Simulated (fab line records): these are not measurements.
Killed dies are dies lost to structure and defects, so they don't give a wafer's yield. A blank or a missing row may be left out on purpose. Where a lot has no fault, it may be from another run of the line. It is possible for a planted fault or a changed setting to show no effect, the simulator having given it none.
Which of the tools did it? || flow nand_harc || 33 wafers from 11 lots sampled at 4 of the route's 1302 steps

## WHAT THE GAUGES READ, wafer by wafer
NHARC_A_SGD_CUT_CD_MEAS_09: target cd 100 nm. Usual: cd_nm reads 100.2 nm (standard deviation 0.72).
{"lot": "L649", "measured": "day 19 09:57", "on": "cd_sem-03", "cd_nm (nm)": "100.5 100.9 100.8", "flag": ""}
{"lot": "L648", "measured": "day 19 10:19", "on": "cd_sem-01", "cd_nm (nm)": "99.3 99.6 99.0", "flag": ""}
{"lot": "L650", "measured": "day 20 01:41", "on": "cd_sem-03", "cd_nm (nm)": "100.4 101.0 99.6", "flag": ""}
{"lot": "L651", "measured": "day 20 17:11", "on": "cd_sem-03", "cd_nm (nm)": "100.7 99.1 100.9", "flag": ""}
{"lot": "L652", "measured": "day 20 16:19", "on": "cd_sem-01", "cd_nm (nm)": "100.2 100.0 100.0", "flag": ""}
{"lot": "L657", "measured": "day 22 05:04", "on": "cd_sem-01", "cd_nm (nm)": "100.1 99.9 100.8", "flag": ""}
{"lot": "L661", "measured": "day 24 05:47", "on": "cd_sem-01", "cd_nm (nm)": "99.1 99.7 99.8", "flag": ""}
{"lot": "L664", "measured": "day 26 10:17", "on": "cd_sem-01", "cd_nm (nm)": "99.1 99.1 99.8", "flag": ""}
{"lot": "L667", "measured": "day 27 00:50", "on": "cd_sem-02", "cd_nm (nm)": "119.6 119.6 120.7", "flag": "OFF"}
{"lot": "L669", "measured": "day 27 17:46", "on": "cd_sem-01", "cd_nm (nm)": "117.0 117.9 116.6", "flag": "OFF"}
{"lot": "L668", "measured": "day 27 17:54", "on": "cd_sem-01", "cd_nm (nm)": "100.2 101.6 100.1", "flag": ""}

## TOOL THAT RAN EACH LOT (tool first, then ch and the chambers of the sampled wafers, then the start)
{"lot": "L649", "NHARC_A_STAIRCASE_DEP_417": "pecvd-04 ch 0,2, day 17 11:30", "NHARC_A_STAIRCASE_DESCUM_443": "rie_diel-02 ch 1,2,3, day 19 02:07", "NHARC_A_SGD_CUT_EXPOSE_06": "arfi_scanner-03 ch 0, day 19 09:49"}
{"lot": "L648", "NHARC_A_STAIRCASE_DEP_417": "pecvd-03 ch 1,2, day 17 13:33", "NHARC_A_STAIRCASE_DESCUM_443": "rie_diel-03 ch 0,2,3, day 19 02:21", "NHARC_A_SGD_CUT_EXPOSE_06": "arfi_scanner-02 ch 0, day 19 10:10"}
{"lot": "L650", "NHARC_A_STAIRCASE_DEP_417": "pecvd-01 ch 1,2, day 18 04:28", "NHARC_A_STAIRCASE_DESCUM_443": "rie_diel-02 ch 1,3, day 19 16:49", "NHARC_A_SGD_CUT_EXPOSE_06": "arfi_scanner-02 ch 0, day 20 01:32"}
{"lot": "L651", "NHARC_A_STAIRCASE_DEP_417": "pecvd-04 ch 0,1,2, day 18 17:43", "NHARC_A_STAIRCASE_DESCUM_443": "rie_diel-02 ch 0,1, day 20 08:05", "NHARC_A_SGD_CUT_EXPOSE_06": "arfi_scanner-03 ch 0, day 20 17:02"}
{"lot": "L652", "NHARC_A_STAIRCASE_DEP_417": "pecvd-03 ch 0,2, day 18 19:27", "NHARC_A_STAIRCASE_DESCUM_443": "rie_diel-03 ch 0,2,3, day 20 08:20", "NHARC_A_SGD_CUT_EXPOSE_06": "arfi_scanner-01 ch 0, day 20 16:11"}
{"lot": "L657", "NHARC_A_STAIRCASE_DEP_417": "pecvd-04 ch 0,1,2, day 20 15:44", "NHARC_A_STAIRCASE_DESCUM_443": "rie_diel-13 ch 1,2,3, day 21 21:11", "NHARC_A_SGD_CUT_EXPOSE_06": "arfi_scanner-03 ch 0, day 22 04:56"}
{"lot": "L661", "NHARC_A_STAIRCASE_DEP_417": "pecvd-03 ch 0,1,2, day 22 09:41", "NHARC_A_STAIRCASE_DESCUM_443": "rie_diel-03 ch 0,2, day 23 21:32", "NHARC_A_SGD_CUT_EXPOSE_06": "arfi_scanner-02 ch 0, day 24 05:39"}
{"lot": "L664", "NHARC_A_STAIRCASE_DEP_417": "pecvd-04 ch 0,1,2, day 24 11:26", "NHARC_A_STAIRCASE_DESCUM_443": "rie_diel-13 ch 0,1,2, day 26 02:17", "NHARC_A_SGD_CUT_EXPOSE_06": "arfi_scanner-03 ch 0, day 26 10:09"}
{"lot": "L667", "NHARC_A_STAIRCASE_DEP_417": "pecvd-04 ch 1,2, day 24 23:38", "NHARC_A_STAIRCASE_DESCUM_443": "rie_diel-02 ch 2,3, day 26 16:56", "NHARC_A_SGD_CUT_EXPOSE_06": "arfi_scanner-02 ch 0, day 27 00:41"}
{"lot": "L669", "NHARC_A_STAIRCASE_DEP_417": "pecvd-04 ch 0,1, day 25 16:32", "NHARC_A_STAIRCASE_DESCUM_443": "rie_diel-02 ch 1,2, day 27 09:46", "NHARC_A_SGD_CUT_EXPOSE_06": "arfi_scanner-02 ch 0, day 27 17:37"}
{"lot": "L668", "NHARC_A_STAIRCASE_DEP_417": "pecvd-04 ch 1,2, day 25 19:39", "NHARC_A_STAIRCASE_DESCUM_443": "rie_diel-03 ch 0,1,3, day 27 09:56", "NHARC_A_SGD_CUT_EXPOSE_06": "arfi_scanner-03 ch 0, day 27 17:46"}
- NHARC_A_STAIRCASE_DEP_417: deposits Si3N4, target thk 60 nm.
- NHARC_A_STAIRCASE_DESCUM_443: chemistry O2, time 3 s.
- NHARC_A_SGD_CUT_EXPOSE_06: exposes mask SGD.

## WHAT THE TOOLS THEMSELVES READ (means of the sampled wafers that have a number; where no wafer has one, the mark that the record gives instead)
NHARC_A_STAIRCASE_DEP_417. Usual: heater_power_outer_w 428 W, standard deviation 65; heater_power_w 728 W, standard deviation 110.
{"lot": "L649", "tool": "pecvd-04", "heater_power_outer_w (W)": 424, "heater_power_w (W)": 700, "flag": ""}
{"lot": "L648", "tool": "pecvd-03", "heater_power_outer_w (W)": 444, "heater_power_w (W)": 743, "flag": ""}
{"lot": "L650", "tool": "pecvd-01", "heater_power_outer_w (W)": 403, "heater_power_w (W)": 739, "flag": ""}
{"lot": "L651", "tool": "pecvd-04", "heater_power_outer_w (W)": 474, "heater_power_w (W)": 796, "flag": ""}
{"lot": "L652", "tool": "pecvd-03", "heater_power_outer_w (W)": 367, "heater_power_w (W)": 641, "flag": ""}
{"lot": "L657", "tool": "pecvd-04", "heater_power_outer_w (W)": 465, "heater_power_w (W)": 772, "flag": ""}
{"lot": "L661", "tool": "pecvd-03", "heater_power_outer_w (W)": 435, "heater_power_w (W)": 720, "flag": ""}
{"lot": "L664", "tool": "pecvd-04", "heater_power_outer_w (W)": 441, "heater_power_w (W)": 757, "flag": ""}
{"lot": "L667", "tool": "pecvd-04", "heater_power_outer_w (W)": 467, "heater_power_w (W)": 733, "flag": ""}
{"lot": "L669", "tool": "pecvd-04", "heater_power_outer_w (W)": 500, "heater_power_w (W)": 875, "flag": ""}
{"lot": "L668", "tool": "pecvd-04", "heater_power_outer_w (W)": 440, "heater_power_w (W)": 684, "flag": ""}

NHARC_A_STAIRCASE_DESCUM_443. Usual: chamber_pressure_mTorr 60.00 mTorr, standard deviation 0.055; drypump_motor_current_A 5.85 A, standard deviation 0.28; oes_product_au 1.003 a.u., standard deviation 0.012; rf_vpp_V 57.7 V, standard deviation 0.94; showerhead_plenum_p_Torr 1.90 Torr, standard deviation 0.095; throttle_valve_pct 11.310 %, standard deviation 0.0086.
{"lot": "L649", "tool": "rie_diel-02", "chamber_pressure_mTorr (mTorr)": 60.03, "drypump_motor_current_A (A)": 5.77, "oes_product_au (a.u.)": 0.998, "rf_vpp_V (V)": 58.0, "showerhead_plenum_p_Torr (Torr)": 1.90, "throttle_valve_pct (%)": 11.303, "flag": ""}
{"lot": "L648", "tool": "rie_diel-03", "chamber_pressure_mTorr (mTorr)": 60.05, "drypump_motor_current_A (A)": 5.95, "oes_product_au (a.u.)": 1.002, "rf_vpp_V (V)": 57.7, "showerhead_plenum_p_Torr (Torr)": 1.87, "throttle_valve_pct (%)": 11.316, "flag": ""}
{"lot": "L650", "tool": "rie_diel-02", "chamber_pressure_mTorr (mTorr)": 59.98, "drypump_motor_current_A (A)": 5.78, "oes_product_au (a.u.)": 1.012, "rf_vpp_V (V)": 57.9, "showerhead_plenum_p_Torr (Torr)": 1.91, "throttle_valve_pct (%)": 11.313, "flag": ""}
{"lot": "L651", "tool": "rie_diel-02", "chamber_pressure_mTorr (mTorr)": 60.02, "drypump_motor_current_A (A)": 5.79, "oes_product_au (a.u.)": 0.997, "rf_vpp_V (V)": 57.8, "showerhead_plenum_p_Torr (Torr)": 1.89, "throttle_valve_pct (%)": 11.305, "flag": ""}
{"lot": "L652", "tool": "rie_diel-03", "chamber_pressure_mTorr (mTorr)": 60.02, "drypump_motor_current_A (A)": 5.94, "oes_product_au (a.u.)": 1.006, "rf_vpp_V (V)": 57.8, "showerhead_plenum_p_Torr (Torr)": 1.87, "throttle_valve_pct (%)": 11.306, "flag": ""}
{"lot": "L657", "tool": "rie_diel-13", "chamber_pressure_mTorr (mTorr)": 60.00, "drypump_motor_current_A (A)": 6.14, "oes_product_au (a.u.)": 1.000, "rf_vpp_V (V)": 57.5, "showerhead_plenum_p_Torr (Torr)": 1.88, "throttle_valve_pct (%)": 11.313, "flag": ""}
{"lot": "L661", "tool": "rie_diel-03", "chamber_pressure_mTorr (mTorr)": 59.99, "drypump_motor_current_A (A)": 6.06, "oes_product_au (a.u.)": 1.011, "rf_vpp_V (V)": 57.1, "showerhead_plenum_p_Torr (Torr)": 2.01, "throttle_valve_pct (%)": 11.305, "flag": ""}
{"lot": "L664", "tool": "rie_diel-13", "chamber_pressure_mTorr (mTorr)": 59.97, "drypump_motor_current_A (A)": 5.73, "oes_product_au (a.u.)": 1.007, "rf_vpp_V (V)": 56.7, "showerhead_plenum_p_Torr (Torr)": 1.85, "throttle_valve_pct (%)": 11.310, "flag": ""}
{"lot": "L667", "tool": "rie_diel-02", "chamber_pressure_mTorr (mTorr)": 60.03, "drypump_motor_current_A (A)": 5.63, "oes_product_au (a.u.)": 1.008, "rf_vpp_V (V)": 57.8, "showerhead_plenum_p_Torr (Torr)": 1.81, "throttle_valve_pct (%)": 11.317, "flag": ""}
{"lot": "L669", "tool": "rie_diel-02", "chamber_pressure_mTorr (mTorr)": 60.03, "drypump_motor_current_A (A)": 5.74, "oes_product_au (a.u.)": 0.991, "rf_vpp_V (V)": 58.0, "showerhead_plenum_p_Torr (Torr)": 1.86, "throttle_valve_pct (%)": 11.306, "flag": ""}
{"lot": "L668", "tool": "rie_diel-03", "chamber_pressure_mTorr (mTorr)": 59.94, "drypump_motor_current_A (A)": 5.90, "oes_product_au (a.u.)": 1.012, "rf_vpp_V (V)": 58.1, "showerhead_plenum_p_Torr (Torr)": 1.94, "throttle_valve_pct (%)": 11.308, "flag": ""}

NHARC_A_SGD_CUT_EXPOSE_06. Usual: exposure_dose_mJ_cm2 85.47, standard deviation 0.096; focus_offset_nm -0.1 nm, standard deviation 0.57.
{"lot": "L649", "tool": "arfi_scanner-03", "exposure_dose_mJ_cm2": 85.42, "focus_offset_nm (nm)": 0.4, "flag": ""}
{"lot": "L648", "tool": "arfi_scanner-02", "exposure_dose_mJ_cm2": 85.54, "focus_offset_nm (nm)": 0.6, "flag": ""}
{"lot": "L650", "tool": "arfi_scanner-02", "exposure_dose_mJ_cm2": 85.54, "focus_offset_nm (nm)": 0.2, "flag": ""}
{"lot": "L651", "tool": "arfi_scanner-03", "exposure_dose_mJ_cm2": 85.51, "focus_offset_nm (nm)": -0.2, "flag": ""}
{"lot": "L652", "tool": "arfi_scanner-01", "exposure_dose_mJ_cm2": 85.50, "focus_offset_nm (nm)": -0.6, "flag": ""}
{"lot": "L657", "tool": "arfi_scanner-03", "exposure_dose_mJ_cm2": 85.50, "focus_offset_nm (nm)": -0.6, "flag": ""}
{"lot": "L661", "tool": "arfi_scanner-02", "exposure_dose_mJ_cm2": 85.50, "focus_offset_nm (nm)": -0.4, "flag": ""}
{"lot": "L664", "tool": "arfi_scanner-03", "exposure_dose_mJ_cm2": 85.50, "focus_offset_nm (nm)": -0.4, "flag": ""}
{"lot": "L667", "tool": "arfi_scanner-02", "exposure_dose_mJ_cm2": 111.03, "focus_offset_nm (nm)": -0.0, "flag": "OFF"}
{"lot": "L669", "tool": "arfi_scanner-02", "exposure_dose_mJ_cm2": 105.95, "focus_offset_nm (nm)": 0.4, "flag": "OFF"}
{"lot": "L668", "tool": "arfi_scanner-03", "exposure_dose_mJ_cm2": 85.42, "focus_offset_nm (nm)": 0.0, "flag": ""}

## THE ANSWER, worked out from the rows above alone
Rule: a lot counts as off when the mean over its wafers that have a number is more than 3 standard deviations away from the usual mean. Also off: a lot with no number at a reading for which 4 or more lots have one. Any other lot the step has rows for is counted as sound. The gauges are gone through in route order, then the tools' own readings, and for those a lot's mean is taken as printed above. The first step at which some lot is off is used, and at that step the reading that is off furthest; a lot without a number counts as furthest.
Off: L667, L669, at NHARC_A_SGD_CUT_CD_MEAS_09 (cd_nm).
If a tool, at a process step before that reading, ran all the lots that are off and no sound lot after the first of them, it fits. The gauges at NHARC_A_SGD_CUT_CD_MEAS_09 aren't tried: what is off there is off at NHARC_A_SGD_CUT_EXPOSE_06 too, on other tools, and a gauge's error can't cause that. Can't be told from this: 2 tools fit, rie_diel-02 at NHARC_A_STAIRCASE_DESCUM_443, arfi_scanner-02 at NHARC_A_SGD_CUT_EXPOSE_06.

## WHAT WAS PUT IN BY THE SIMULATOR
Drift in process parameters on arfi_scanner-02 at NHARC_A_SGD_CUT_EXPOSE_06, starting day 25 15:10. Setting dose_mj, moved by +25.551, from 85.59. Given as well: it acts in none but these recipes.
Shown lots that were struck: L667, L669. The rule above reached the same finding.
